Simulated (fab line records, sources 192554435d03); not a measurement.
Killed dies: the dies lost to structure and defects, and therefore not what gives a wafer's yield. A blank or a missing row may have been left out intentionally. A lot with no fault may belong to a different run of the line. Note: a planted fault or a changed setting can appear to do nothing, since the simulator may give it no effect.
Matching of chambers -- flow n5Finfet -- N5_SDB_STRIP_21 on rieDiel-06: 4 sister chambers
The step strips in CF4. 4 wafers are shown with their chamber, then 9 later ones without.

== WAFERS PAIRED WITH THEIR CHAMBERS ==
wafer,chamber,showerheadPlenumPTorr (Torr)
L085.6,3,1.79
L089.2,1,1.82
L089.4,2,1.87
L089.5,0,1.79

== WAFERS MISSING THEIR CHAMBER ==
wafer,showerheadPlenumPTorr (Torr)
L090.1,1.79
L090.4,1.79
L090.5,1.82
L095.1,1.78
L095.2,1.79
L095.4,1.82
L097.4,1.79
L097.5,1.87
L097.6,1.82

== WHICH CHAMBER EACH WENT THROUGH ==
wafer,from the rows above,in truth
L090.1,can't be placed: 0 or 3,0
L090.4,can't be placed: 0 or 3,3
L090.5,1,1
L095.1,can't be placed: 0 or 3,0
L095.2,can't be placed: 0 or 3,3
L095.4,1,1
L097.4,can't be placed: 0 or 3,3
L097.5,2,2
L097.6,1,1
Correct placement for 4 of the 9. Unplaceable from these rows: 5, with the true chamber sitting among the candidates in 5. Placed wrongly: 0.
How it was worked out, from the rows above alone: a wafer's distance from a chamber is the root of the sum, over the readings, of the square of ((its reading less the chamber's mean) divided by the reading's scatter). The wafer belongs to the nearest chamber; if the next one is less than 2 further off, it can't be placed. For every chamber, the mean is computed from those of its wafers that are shown. The scatter: root of mean squared gap, hidden wafer to nearest shown wafer, with one shown wafer a chamber.
